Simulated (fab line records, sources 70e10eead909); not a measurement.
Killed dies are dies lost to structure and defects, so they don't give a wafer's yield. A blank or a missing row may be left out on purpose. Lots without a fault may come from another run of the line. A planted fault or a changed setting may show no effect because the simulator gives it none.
Which tool did it? | flow nand_harc | 15 lots, 45 wafers sampled, at 4 steps of a route of 1302

WHAT THE GAUGES READ, wafer by wafer
NHARC_A_CHANNEL_HOLE_D2_CD_MEAS_31. Usual: cd_nm 90.1 nm, standard deviation 1.2.
lot  | measured     | on        | cd_nm (nm)     | flag
L462 | day 13 13:21 | cd_sem-01 | 90.4 86.9 89.0 |
L464 | day 14 10:46 | cd_sem-03 | 90.7 88.4 89.9 |
L463 | day 14 14:26 | cd_sem-03 | 90.0 89.1 90.0 |
L465 | day 14 23:51 | cd_sem-02 | 89.5 89.0 89.0 |
L467 | day 15 00:47 | cd_sem-03 | 92.2 87.5 88.6 |
L466 | day 15 03:59 | cd_sem-02 | 90.5 89.7 90.1 |
L472 | day 17 21:11 | cd_sem-03 | 89.0 89.5 91.0 |
L473 | day 18 10:29 | cd_sem-03 | 91.9 90.4 92.0 |
L475 | day 18 22:34 | cd_sem-02 | 90.4 90.4 91.7 |
L478 | day 19 23:35 | cd_sem-02 | 90.7 92.2 91.2 |
L480 | day 20 16:53 | cd_sem-02 | 89.9 90.7 89.8 |
L481 | day 21 03:17 | cd_sem-03 | 90.8 91.2 90.7 |
L482 | day 21 17:45 | cd_sem-01 | 89.9 90.4 89.1 |
L483 | day 22 17:32 | cd_sem-01 | 91.0 91.6 91.3 |
L484 | day 22 23:11 | cd_sem-03 | 88.8 91.9 91.7 |

NHARC_A_CHANNEL_FILL_D2_INSPECT_13. Usual: raw_defect_count 367, standard deviation 100.
lot  | measured     | on                | raw_defect_count | flag
L462 | day 15 15:16 | defect_inspect-02 | 252 359 317      |
L464 | day 16 14:43 | defect_inspect-02 | 245 320 404      |
L463 | day 16 14:32 | defect_inspect-02 | 233 331 290      |
L465 | day 17 00:22 | defect_inspect-02 | 231 276 374      |
L467 | day 17 00:22 | defect_inspect-02 | 655 463 424      |
L466 | day 17 04:34 | defect_inspect-01 | 247 353 208      |
L472 | day 20 02:18 | defect_inspect-01 | 395 533 392      |
L473 | day 20 11:54 | defect_inspect-02 | 437 396 548      |
L475 | day 21 04:06 | defect_inspect-02 | 358 276 330      |
L478 | day 22 01:44 | defect_inspect-01 | 509 317 614      |
L480 | day 22 21:19 | defect_inspect-01 | 264 423 335      |
L481 | day 23 06:31 | defect_inspect-01 | 401 266 303      |
L482 | day 23 21:30 | defect_inspect-01 | 468 318 257      |
L483 | day 24 18:40 | defect_inspect-01 | 219 403 353      |
L484 | day 24 23:40 | defect_inspect-01 | 365 327 453      |

WHICH TOOL RAN EACH LOT (tool, then ch and the chambers of the sampled wafers, then the start)
lot  | NHARC_A_CHANNEL_FILL_D2_ALD_16   | NHARC_A_CHANNEL_FILL_D2_ALD_25
L462 | ald_hk-02 ch 0,2, day 14 02:27   | ald_hk-02 ch 0,1,2, day 15 03:18
L464 | ald_hk-04 ch 0,1, day 14 23:17   | ald_hk-01 ch 0,3, day 16 02:34
L463 | ald_hk-04 ch 1,2,3, day 15 03:02 | ald_hk-02 ch 0,2,3, day 16 03:58
L465 | ald_hk-04 ch 0,1,3, day 15 12:32 | ald_hk-04 ch 0,1, day 16 12:20
L467 | ald_hk-02 ch 0,1,2, day 15 12:32 | ald_hk-01 ch 1,3, day 16 12:19
L466 | ald_hk-04 ch 0,1, day 15 16:37   | ald_hk-02 ch 1,2,3, day 16 18:34
L472 | ald_hk-01 ch 2,3, day 18 11:49   | ald_hk-02 ch 1,2,3, day 19 15:36
L473 | ald_hk-02 ch 0,1,3, day 18 23:02 | ald_hk-02 ch 0,1,2, day 20 00:31
L475 | ald_hk-01 ch 0,1, day 19 11:11   | ald_hk-02 ch 0,2,3, day 20 15:35
L478 | ald_hk-04 ch 0,2,3, day 20 12:08 | ald_hk-01 ch 0,2,3, day 21 15:06
L480 | ald_hk-02 ch 1,2,3, day 21 06:44 | ald_hk-02 ch 0,2,3, day 22 09:20
L481 | ald_hk-01 ch 1,2,3, day 21 18:28 | ald_hk-04 ch 0,2,3, day 22 19:14
L482 | ald_hk-04 ch 1,2, day 22 08:47   | ald_hk-04 ch 1,2,3, day 23 10:41
L483 | ald_hk-04 ch 0,1, day 23 06:07   | ald_hk-01 ch 0,3, day 24 06:37
L484 | ald_hk-02 ch 1,3, day 23 11:46   | ald_hk-02 ch 0,1,3, day 24 12:16
- NHARC_A_CHANNEL_FILL_D2_ALD_16: deposits SiO2, target thk 1.5 nm, pulse time 10 s, ald cycles 15.
- NHARC_A_CHANNEL_FILL_D2_ALD_25: deposits SiOx, target thk 60 nm, pulse time 10 s, ald cycles 600.

WHAT THE TOOLS THEMSELVES READ (means of the sampled wafers that have a number; where no wafer has one, the mark that the record gives instead)
NHARC_A_CHANNEL_FILL_D2_ALD_16. Usual: heater_power_outer_w 268 W, standard deviation 30; heater_power_w 476 W, standard deviation 48; precursor_pulse_height_rel 0.999, standard deviation 0.018.
lot  | tool      | heater_power_outer_w (W) | heater_power_w (W) | precursor_pulse_height_rel | flag
L462 | ald_hk-02 | 252                      | 445                | 1.016                      |
L464 | ald_hk-04 | 254                      | 441                | 1.010                      |
L463 | ald_hk-04 | 274                      | 486                | 0.998                      |
L465 | ald_hk-04 | 260                      | 451                | 1.018                      |
L467 | ald_hk-02 | 268                      | 485                | 1.001                      |
L466 | ald_hk-04 | 260                      | 440                | 0.982                      |
L472 | ald_hk-01 | 296                      | 530                | 0.979                      |
L473 | ald_hk-02 | 283                      | 498                | 0.998                      |
L475 | ald_hk-01 | 282                      | 492                | 0.998                      |
L478 | ald_hk-04 | 277                      | 491                | 0.983                      |
L480 | ald_hk-02 | 248                      | 446                | 1.004                      |
L481 | ald_hk-01 | 287                      | 500                | 0.993                      |
L482 | ald_hk-04 | 263                      | 448                | 0.993                      |
L483 | ald_hk-04 | 254                      | 436                | 0.985                      |
L484 | ald_hk-02 | 258                      | 471                | 1.006                      |

NHARC_A_CHANNEL_FILL_D2_ALD_25. Usual: heater_power_outer_w 267 W, standard deviation 31; heater_power_w 474 W, standard deviation 48; precursor_pulse_height_rel 0.999, standard deviation 0.018.
lot  | tool      | heater_power_outer_w (W) | heater_power_w (W) | precursor_pulse_height_rel | flag
L462 | ald_hk-02 | 273                      | 470                | 0.995                      |
L464 | ald_hk-01 | 289                      | 518                | 0.999                      |
L463 | ald_hk-02 | 252                      | 456                | 0.979                      |
L465 | ald_hk-04 | 255                      | 440                | 0.998                      |
L467 | ald_hk-01 | 312                      | 524                | 1.011                      |
L466 | ald_hk-02 | 247                      | 440                | 0.987                      |
L472 | ald_hk-02 | -                        | -                  | -                          | OFF
L473 | ald_hk-02 | -                        | -                  | -                          | OFF
L475 | ald_hk-02 | -                        | -                  | -                          | OFF
L478 | ald_hk-01 | 264                      | 483                | 0.992                      |
L480 | ald_hk-02 | 256                      | 458                | 1.002                      |
L481 | ald_hk-04 | 273                      | 494                | 1.012                      |
L482 | ald_hk-04 | 267                      | 474                | 1.009                      |
L483 | ald_hk-01 | 274                      | 498                | 1.001                      |
L484 | ald_hk-02 | 281                      | 486                | 1.001                      |

THE ANSWER, worked out from the rows above alone
Rule: a lot is off if the mean of its wafers that have a number lies more than 3 standard deviations from the usual mean. A lot without any number at a reading at which 4 lots or more have one is off too. The other lots that the step has rows for count as sound. The gauges are gone through in route order, then the tools' own readings, and for those a lot's mean is taken as printed above. The first step at which some lot is off is used, and at that step the reading that is off furthest; a lot without a number counts as furthest.
Off: L472, L473, L475, at NHARC_A_CHANNEL_FILL_D2_ALD_25 (heater_power_outer_w). Without a number there: L472, L473, L475.
A tool fits if, at that step or a process step before it, it ran every lot that is off, and no sound lot after the first of them. None of those tried fits.

WHAT THE SIMULATOR HAD PUT IN
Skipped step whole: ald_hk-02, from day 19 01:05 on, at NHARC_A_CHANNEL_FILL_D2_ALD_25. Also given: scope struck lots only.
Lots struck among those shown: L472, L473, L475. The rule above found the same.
